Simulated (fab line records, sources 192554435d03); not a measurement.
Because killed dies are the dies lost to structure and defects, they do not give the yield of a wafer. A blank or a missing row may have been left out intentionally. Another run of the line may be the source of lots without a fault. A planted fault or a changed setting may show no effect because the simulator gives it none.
Matching of chambers / flow n5_finfet / 4 sister chambers for N5_DUMMY_GATE_DESCUM_20 on rie_diel-04
The step chemistry O2, time 6.2 s. 20 wafers are shown with their chamber, then 10 later ones without.

WAFERS PAIRED WITH THEIR CHAMBERS
wafer=L074.1; chamber=3; drypump_motor_current_A (A)=5.3; throttle_valve_pct (%)=20.2; showerhead_plenum_p_Torr (Torr)=2.18
wafer=L074.3; chamber=0; drypump_motor_current_A (A)=5.6; throttle_valve_pct (%)=21.0; showerhead_plenum_p_Torr (Torr)=2.09
wafer=L074.5; chamber=0; drypump_motor_current_A (A)=5.6; throttle_valve_pct (%)=21.0; showerhead_plenum_p_Torr (Torr)=2.09
wafer=L075.3; chamber=3; drypump_motor_current_A (A)=5.3; throttle_valve_pct (%)=20.2; showerhead_plenum_p_Torr (Torr)=2.18
wafer=L075.4; chamber=0; drypump_motor_current_A (A)=5.5; throttle_valve_pct (%)=21.0; showerhead_plenum_p_Torr (Torr)=2.09
wafer=L075.6; chamber=3; drypump_motor_current_A (A)=5.3; throttle_valve_pct (%)=20.2; showerhead_plenum_p_Torr (Torr)=2.18
wafer=L077.1; chamber=0; drypump_motor_current_A (A)=5.6; throttle_valve_pct (%)=21.0; showerhead_plenum_p_Torr (Torr)=2.09
wafer=L077.3; chamber=2; drypump_motor_current_A (A)=6.1; throttle_valve_pct (%)=20.8; showerhead_plenum_p_Torr (Torr)=2.17
wafer=L077.5; chamber=1; drypump_motor_current_A (A)=6.4; throttle_valve_pct (%)=20.2; showerhead_plenum_p_Torr (Torr)=2.14
wafer=L078.2; chamber=3; drypump_motor_current_A (A)=5.3; throttle_valve_pct (%)=20.3; showerhead_plenum_p_Torr (Torr)=2.17
wafer=L078.4; chamber=2; drypump_motor_current_A (A)=6.1; throttle_valve_pct (%)=20.9; showerhead_plenum_p_Torr (Torr)=2.17
wafer=L078.5; chamber=3; drypump_motor_current_A (A)=5.3; throttle_valve_pct (%)=20.2; showerhead_plenum_p_Torr (Torr)=2.17
wafer=L079.3; chamber=0; drypump_motor_current_A (A)=5.5; throttle_valve_pct (%)=21.0; showerhead_plenum_p_Torr (Torr)=2.09
wafer=L079.4; chamber=1; drypump_motor_current_A (A)=6.5; throttle_valve_pct (%)=20.2; showerhead_plenum_p_Torr (Torr)=2.14
wafer=L079.6; chamber=2; drypump_motor_current_A (A)=6.1; throttle_valve_pct (%)=20.9; showerhead_plenum_p_Torr (Torr)=2.17
wafer=L083.2; chamber=1; drypump_motor_current_A (A)=6.5; throttle_valve_pct (%)=20.2; showerhead_plenum_p_Torr (Torr)=2.13
wafer=L083.4; chamber=3; drypump_motor_current_A (A)=5.3; throttle_valve_pct (%)=20.2; showerhead_plenum_p_Torr (Torr)=2.17
wafer=L083.5; chamber=2; drypump_motor_current_A (A)=6.1; throttle_valve_pct (%)=20.9; showerhead_plenum_p_Torr (Torr)=2.17
wafer=L085.3; chamber=1; drypump_motor_current_A (A)=6.5; throttle_valve_pct (%)=20.2; showerhead_plenum_p_Torr (Torr)=2.13
wafer=L085.5; chamber=3; drypump_motor_current_A (A)=5.3; throttle_valve_pct (%)=20.3; showerhead_plenum_p_Torr (Torr)=2.17

SIGNATURES (means of the wafers above)
reading=drypump_motor_current_A; chamber 0=5.560; chamber 1=6.475; chamber 2=6.100; chamber 3=5.300; scatter within a chamber=0.0349
reading=throttle_valve_pct; chamber 0=21.000; chamber 1=20.200; chamber 2=20.875; chamber 3=20.229; scatter within a chamber=0.0369
reading=showerhead_plenum_p_Torr; chamber 0=2.0900; chamber 1=2.1350; chamber 2=2.1700; chamber 3=2.1743; scatter within a chamber=0.00412
Rule: for each reading, subtract the chamber's mean from the wafer's reading, divide by that reading's scatter and square the result; add these up over the readings and take the root, which gives the wafer's distance from the chamber. If the next closest chamber is less than 2 further off than the closest, the wafer can't be placed; otherwise it belongs to the closest. How the scatter is found: for the shown wafers, subtract from each reading the mean of its chamber, square and add these, divide the total by (wafers less chambers), then take the root.

WAFERS MISSING THEIR CHAMBER
wafer=L085.6; drypump_motor_current_A (A)=6.1; throttle_valve_pct (%)=20.9; showerhead_plenum_p_Torr (Torr)=2.17
wafer=L092.2; drypump_motor_current_A (A)=5.6; throttle_valve_pct (%)=21.0; showerhead_plenum_p_Torr (Torr)=2.08
wafer=L092.5; drypump_motor_current_A (A)=5.5; throttle_valve_pct (%)=21.0; showerhead_plenum_p_Torr (Torr)=2.08
wafer=L092.6; drypump_motor_current_A (A)=6.5; throttle_valve_pct (%)=20.2; showerhead_plenum_p_Torr (Torr)=2.13
wafer=L093.3; drypump_motor_current_A (A)=6.6; throttle_valve_pct (%)=20.2; showerhead_plenum_p_Torr (Torr)=2.13
wafer=L093.4; drypump_motor_current_A (A)=6.1; throttle_valve_pct (%)=20.9; showerhead_plenum_p_Torr (Torr)=2.16
wafer=L093.5; drypump_motor_current_A (A)=5.3; throttle_valve_pct (%)=20.3; showerhead_plenum_p_Torr (Torr)=2.17
wafer=L094.4; drypump_motor_current_A (A)=5.3; throttle_valve_pct (%)=20.3; showerhead_plenum_p_Torr (Torr)=2.17
wafer=L094.5; drypump_motor_current_A (A)=5.6; throttle_valve_pct (%)=21.1; showerhead_plenum_p_Torr (Torr)=2.08
wafer=L094.6; drypump_motor_current_A (A)=6.5; throttle_valve_pct (%)=20.2; showerhead_plenum_p_Torr (Torr)=2.13

THE CHAMBER EACH PASSED THROUGH
wafer=L085.6; from the rows above=2; in truth=2
wafer=L092.2; from the rows above=0; in truth=0
wafer=L092.5; from the rows above=0; in truth=0
wafer=L092.6; from the rows above=1; in truth=1
wafer=L093.3; from the rows above=1; in truth=1
wafer=L093.4; from the rows above=2; in truth=2
wafer=L093.5; from the rows above=3; in truth=3
wafer=L094.4; from the rows above=3; in truth=3
wafer=L094.5; from the rows above=0; in truth=0
wafer=L094.6; from the rows above=1; in truth=1
Placed correctly: 10 of 10. Can't be placed from these rows: 0. Wrongly placed: 0.
